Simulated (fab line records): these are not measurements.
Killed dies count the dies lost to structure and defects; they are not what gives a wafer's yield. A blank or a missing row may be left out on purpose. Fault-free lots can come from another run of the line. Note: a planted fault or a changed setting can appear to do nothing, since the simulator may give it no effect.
A struck lot beside a sound one    flow nand-harc    15 out of 1159 route steps
Sound: these wafers, L601.2, L601.4, L601.6. Wafers struck: L595.2, L595.5, L595.6. The cause is given at the end.
At each step with rows: each side's tool, then ch and its chambers, then its first start. Under that, the readings that differ: sound wafers    struck wafers    difference of the means    sigmas: that difference in standard deviations of wafers without a fault.
alike: a reading whose means differ by less than 2 such deviations, as well as words and numbers matching on both sides. not compared: withheld readings; readings where some wafer has no value; bounds like >300 that might hide an equal value; numbers whose values overlap and for which the record gives no deviation.
A row with sigmas, a row that says differs or no value, or rows on one side alone: a step with any of these is where the two part. Numbers that have no deviation but don't overlap get no sigmas and don't part them. A reading missing from all wafers of one side parts the sides only when that side holds two or more wafers.

first, 4 steps without rows for these wafers: NHARC_A_M1_EBR_05; NHARC_A_M1_EXPOSE_06 (exposes mask A M1, target cd 120 nm); NHARC_A_M1_PEB_07 (peb time 65 s); NHARC_A_M1_DEVELOP_08 (develop time 35 s).
NHARC_A_M1_CD_MEAS_09: the cd target is 120 nm.
  sound on cd-sem-01 ch 0, day 21 17:47; struck on cd-sem-02 ch 0, day 20 11:01
  alike: cd-nm
NHARC_A_M1_OVL_MEAS_10: pitch 240 nm.
  sound on overlay-01 at day 21 17:53; struck on overlay-02 at day 20 11:06
reading            sound           struck          difference  sigmas
overlay-x-nm (nm)  -1.2 -0.8 -0.3  0.9 0.5 1.4     +1.7        +2
overlay-y-nm (nm)  1.4 1.1 1.8     -0.3 -0.9 -0.4  -2.0        -3
NHARC_A_M1_INSPECT_11:
  sound on defect-inspect-01 at day 21 17:55; struck on defect-inspect-01 at day 20 11:08
  alike: raw-defect-count
NHARC_A_M1_DESCUM_14: chemistry O2, time 3 s.
  sound on rie-diel-12 ch 0,2, day 21 17:58; struck on rie-diel-08 ch 1,2, day 20 11:13
  alike: drypump-motor-current-A, o2-flow-sccm, oes-product-au, rf-vpp-V, showerhead-plenum-p-Torr, throttle-valve-pct
  not compared: rf-hours-counter-h
NHARC_A_M1_ETCH_35: etches the open film in N2/H2, target depth 40 nm, overetch 12 nm, time 43.94 s.
  sound on rie-diel-12 ch 1,2,3, day 21 18:04; struck on rie-diel-08 ch 1,2,3, day 20 11:24
  alike: bias-w, chamber-pressure-mTorr, drypump-motor-current-A, oes-product-au, rf-vpp-V, showerhead-plenum-p-Torr, throttle-valve-pct
  not compared: rf-hours-counter-h
NHARC_A_M1_ETCH_15: etches the open film in C4F8/Ar, target depth 182.5 nm, time 91.2 s.
  sound on rie-diel-12 ch 0,1; struck on rie-diel-08 ch 1,2
  alike: bias-w, chamber-pressure-mTorr, oes-product-au, rf-vpp-V
  not compared: rf-hours-counter-h
NHARC_A_M1_CD_MEAS_16:
  sound on cd-sem-03 at day 21 18:17; struck on cd-sem-01 at day 20 11:39
  alike: cd-nm
NHARC_A_M1_STRIP_18: strips in N2/H2.
  sound on rie-diel-04 ch 0,3, day 21 18:21; struck on rie-diel-12 ch 1,2, day 20 11:43
  alike: drypump-motor-current-A, oes-product-au, rf-vpp-V, showerhead-plenum-p-Torr, throttle-valve-pct
  not compared: rf-hours-counter-h
NHARC_A_M1_ETCH_28: etches the open film in CF4/N2, target depth 30 nm, time 72.99 s.
  sound on rie-diel-04 ch 0,1, day 21 18:36; struck on rie-diel-12 ch 0,2,3, day 20 11:59
  no value came back on the struck wafers for any of 7 readings (bias-w (W), cf4-flow-sccm (sccm) and others); on the sound wafers bias-w (W) reads 99.7 100.0 100.4
  not compared: rf-hours-counter-h
then, 1 step without rows for these wafers: NHARC_A_M1_STRIP_19 (strips in post etch residue remover, time 600 s).
NHARC_END_SORT_01:
  sound on prober-02 ch 0, day 23 04:46; struck on prober-01 ch 0, day 22 05:29
reading                   sound           struck                                                                difference                    sigmas
hold                      - - -           await-dispo/2.4h/scrap await-dispo/2.4h/scrap await-dispo/2.4h/scrap  no value on the sound wafers  
defect-limited-yield (%)  93.6 91.7 93.5  0 0 0                                                                 -93                           -58
killed-at-array           39 52 39        673 676 672                                                           +630                          +57
killed-dies               43 56 44        677 677 677                                                           +629                          +57
sort_bin_2_pct (%)        2.5 3.1 1.8     97.8 96.3 97.9                                                        +94.9                         +99 or more
sort-n-pass               634 621 633     0 0 0                                                                 -629                          -57
sort-rim-yield-pct (%)    98.1 98.1 90.6  0 0 0                                                                 -96                           -33
sort-yield-pct (%)        93.6 91.7 93.5  0 0 0                                                                 -93                           -58
  alike: killed-at-other, killed-at-periphery, killed-open, killed-short, sort_bin_3_pct, sort_bin_4_pct

WHERE THEY PART
First at NHARC_A_M1_OVL_MEAS_10; last, within this record, at NHARC_END_SORT_01.

WHY: what the simulator had put in
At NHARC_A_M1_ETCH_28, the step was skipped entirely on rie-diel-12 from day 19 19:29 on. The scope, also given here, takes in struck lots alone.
